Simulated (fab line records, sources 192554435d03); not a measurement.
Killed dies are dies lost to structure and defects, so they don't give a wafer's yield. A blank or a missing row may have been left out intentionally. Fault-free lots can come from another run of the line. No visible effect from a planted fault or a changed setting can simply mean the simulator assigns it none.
Chamber matching / flow n5_finfet / N5_PASSIVATION_PECVD_00 on pecvd-03 has 3 sister chambers
The step deposits SiO2 from SiH4/N2O, target thk 200 nm, time 11.2 s. 18 wafers are shown with their chamber, then 9 later ones without.

== WAFERS WITH THEIR CHAMBER ==
wafer=L074.2; chamber=1; throttle_valve_pct (%)=51.9; rf_fwd_power_W (W)=606.5; heater_power_w (W)=884
wafer=L074.4; chamber=0; throttle_valve_pct (%)=50.0; rf_fwd_power_W (W)=600.0; heater_power_w (W)=870
wafer=L074.5; chamber=1; throttle_valve_pct (%)=51.7; rf_fwd_power_W (W)=606.6; heater_power_w (W)=894
wafer=L075.1; chamber=0; throttle_valve_pct (%)=50.1; rf_fwd_power_W (W)=602.3; heater_power_w (W)=841
wafer=L075.3; chamber=1; throttle_valve_pct (%)=51.5; rf_fwd_power_W (W)=606.0; heater_power_w (W)=739
wafer=L075.5; chamber=2; throttle_valve_pct (%)=44.5; rf_fwd_power_W (W)=601.1; heater_power_w (W)=622
wafer=L079.3; chamber=2; throttle_valve_pct (%)=44.5; rf_fwd_power_W (W)=598.1; heater_power_w (W)=547
wafer=L079.4; chamber=1; throttle_valve_pct (%)=51.6; rf_fwd_power_W (W)=605.4; heater_power_w (W)=880
wafer=L079.6; chamber=2; throttle_valve_pct (%)=44.3; rf_fwd_power_W (W)=596.4; heater_power_w (W)=562
wafer=L084.1; chamber=1; throttle_valve_pct (%)=51.7; rf_fwd_power_W (W)=603.8; heater_power_w (W)=772
wafer=L084.3; chamber=0; throttle_valve_pct (%)=50.0; rf_fwd_power_W (W)=598.4; heater_power_w (W)=857
wafer=L084.6; chamber=2; throttle_valve_pct (%)=44.6; rf_fwd_power_W (W)=597.0; heater_power_w (W)=667
wafer=L088.2; chamber=0; throttle_valve_pct (%)=49.9; rf_fwd_power_W (W)=601.2; heater_power_w (W)=913
wafer=L088.3; chamber=2; throttle_valve_pct (%)=44.6; rf_fwd_power_W (W)=595.0; heater_power_w (W)=575
wafer=L088.6; chamber=2; throttle_valve_pct (%)=44.6; rf_fwd_power_W (W)=596.3; heater_power_w (W)=586
wafer=L087.1; chamber=2; throttle_valve_pct (%)=44.6; rf_fwd_power_W (W)=596.8; heater_power_w (W)=675
wafer=L087.3; chamber=0; throttle_valve_pct (%)=50.0; rf_fwd_power_W (W)=599.7; heater_power_w (W)=776
wafer=L087.5; chamber=2; throttle_valve_pct (%)=44.3; rf_fwd_power_W (W)=596.2; heater_power_w (W)=690

SIGNATURES, as means of the wafers listed above
reading=throttle_valve_pct; chamber 0=50.000; chamber 1=51.680; chamber 2=44.500; scatter within a chamber=0.123
reading=rf_fwd_power_W; chamber 0=600.320; chamber 1=605.660; chamber 2=597.112; scatter within a chamber=1.58
reading=heater_power_w; chamber 0=851.40; chamber 1=833.80; chamber 2=615.50; scatter within a chamber=59.4
Rule: for each reading, subtract the chamber's mean from the wafer's reading, divide by that reading's scatter and square the result; add these up over the readings and take the root, which gives the wafer's distance from the chamber. The wafer belongs to the nearest chamber; if the next one is less than 2 further off, it can't be placed. How the scatter is found: for the shown wafers, subtract from each reading the mean of its chamber, square and add these, divide the total by (wafers less chambers), then take the root.

== WAFERS WITHOUT THEIR CHAMBER ==
wafer=L093.1; throttle_valve_pct (%)=52.0; rf_fwd_power_W (W)=601.0; heater_power_w (W)=836
wafer=L093.4; throttle_valve_pct (%)=50.1; rf_fwd_power_W (W)=602.3; heater_power_w (W)=874
wafer=L093.5; throttle_valve_pct (%)=44.6; rf_fwd_power_W (W)=596.2; heater_power_w (W)=635
wafer=L097.1; throttle_valve_pct (%)=44.6; rf_fwd_power_W (W)=601.3; heater_power_w (W)=665
wafer=L097.2; throttle_valve_pct (%)=50.0; rf_fwd_power_W (W)=596.9; heater_power_w (W)=760
wafer=L097.5; throttle_valve_pct (%)=49.7; rf_fwd_power_W (W)=598.0; heater_power_w (W)=797
wafer=L096.4; throttle_valve_pct (%)=49.8; rf_fwd_power_W (W)=600.9; heater_power_w (W)=892
wafer=L096.5; throttle_valve_pct (%)=47.4; rf_fwd_power_W (W)=604.1; heater_power_w (W)=806
wafer=L096.6; throttle_valve_pct (%)=44.9; rf_fwd_power_W (W)=601.8; heater_power_w (W)=642

== WHICH CHAMBER EACH WENT THROUGH ==
wafer=L093.1; from the rows above=1; in truth=1
wafer=L093.4; from the rows above=0; in truth=0
wafer=L093.5; from the rows above=2; in truth=2
wafer=L097.1; from the rows above=2; in truth=2
wafer=L097.2; from the rows above=0; in truth=0
wafer=L097.5; from the rows above=0; in truth=0
wafer=L096.4; from the rows above=0; in truth=0
wafer=L096.5; from the rows above=0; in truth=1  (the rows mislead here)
wafer=L096.6; from the rows above=2; in truth=2
Correctly placed: 8 of 9. From these rows, 0 cannot be placed. Wrongly placed: 1.
